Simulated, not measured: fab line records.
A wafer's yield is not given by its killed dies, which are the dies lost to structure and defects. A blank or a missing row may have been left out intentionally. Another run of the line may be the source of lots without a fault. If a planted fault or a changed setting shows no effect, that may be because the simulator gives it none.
Matching of chambers / flow n5_finfet / rie_diel-06 running N5_BEOL_M9_ETCH_66: 4 sister chambers
The step etches SOC in N2/H2, target depth 80 nm, overetch 16 nm, time 120 s. 8 wafers are shown with their chamber, then 12 later ones without.

## WAFERS, EACH WITH ITS CHAMBER
wafer=L079.3; chamber=1; showerhead_plenum_p_Torr (Torr)=2.66; throttle_valve_pct (%)=18.45
wafer=L085.2; chamber=1; showerhead_plenum_p_Torr (Torr)=2.65; throttle_valve_pct (%)=18.47
wafer=L089.1; chamber=2; showerhead_plenum_p_Torr (Torr)=2.70; throttle_valve_pct (%)=17.58
wafer=L089.4; chamber=3; showerhead_plenum_p_Torr (Torr)=2.46; throttle_valve_pct (%)=17.93
wafer=L089.5; chamber=0; showerhead_plenum_p_Torr (Torr)=2.59; throttle_valve_pct (%)=17.93
wafer=L088.1; chamber=0; showerhead_plenum_p_Torr (Torr)=2.59; throttle_valve_pct (%)=17.96
wafer=L088.2; chamber=3; showerhead_plenum_p_Torr (Torr)=2.46; throttle_valve_pct (%)=17.95
wafer=L088.5; chamber=2; showerhead_plenum_p_Torr (Torr)=2.69; throttle_valve_pct (%)=17.60

## WAFERS WITH NO CHAMBER GIVEN
wafer=L090.2; showerhead_plenum_p_Torr (Torr)=2.65; throttle_valve_pct (%)=18.52
wafer=L090.3; showerhead_plenum_p_Torr (Torr)=2.69; throttle_valve_pct (%)=17.62
wafer=L090.5; showerhead_plenum_p_Torr (Torr)=2.69; throttle_valve_pct (%)=17.61
wafer=L096.2; showerhead_plenum_p_Torr (Torr)=2.58; throttle_valve_pct (%)=17.97
wafer=L096.4; showerhead_plenum_p_Torr (Torr)=2.69; throttle_valve_pct (%)=17.64
wafer=L096.5; showerhead_plenum_p_Torr (Torr)=2.58; throttle_valve_pct (%)=17.98
wafer=L097.3; showerhead_plenum_p_Torr (Torr)=2.58; throttle_valve_pct (%)=17.99
wafer=L097.5; showerhead_plenum_p_Torr (Torr)=2.45; throttle_valve_pct (%)=17.97
wafer=L097.6; showerhead_plenum_p_Torr (Torr)=2.58; throttle_valve_pct (%)=17.97
wafer=L091.3; showerhead_plenum_p_Torr (Torr)=2.58; throttle_valve_pct (%)=17.97
wafer=L091.4; showerhead_plenum_p_Torr (Torr)=2.45; throttle_valve_pct (%)=17.98
wafer=L091.5; showerhead_plenum_p_Torr (Torr)=2.68; throttle_valve_pct (%)=17.65

## EACH ONE'S CHAMBER
wafer=L090.2; from the rows above=1; in truth=1
wafer=L090.3; from the rows above=2; in truth=2
wafer=L090.5; from the rows above=2; in truth=2
wafer=L096.2; from the rows above=0; in truth=0
wafer=L096.4; from the rows above=2; in truth=2
wafer=L096.5; from the rows above=0; in truth=0
wafer=L097.3; from the rows above=0; in truth=0
wafer=L097.5; from the rows above=3; in truth=3
wafer=L097.6; from the rows above=0; in truth=0
wafer=L091.3; from the rows above=0; in truth=0
wafer=L091.4; from the rows above=3; in truth=3
wafer=L091.5; from the rows above=2; in truth=2
Placed correctly: 12 of 12. Left unplaced by these rows: 0. Placed wrongly: 0.
How it was worked out, from the rows above alone: a wafer's distance from a chamber is the root of the sum, over the readings, of the square of ((its reading less the chamber's mean) divided by the reading's scatter). The wafer belongs to the nearest chamber; if the next one is less than 2 further off, it can't be placed. Each chamber's mean is taken over the wafers shown for it. The scatter: take each reading less its chamber's mean, square it, sum over the shown wafers, divide by the number of wafers less the number of chambers, and take the root.
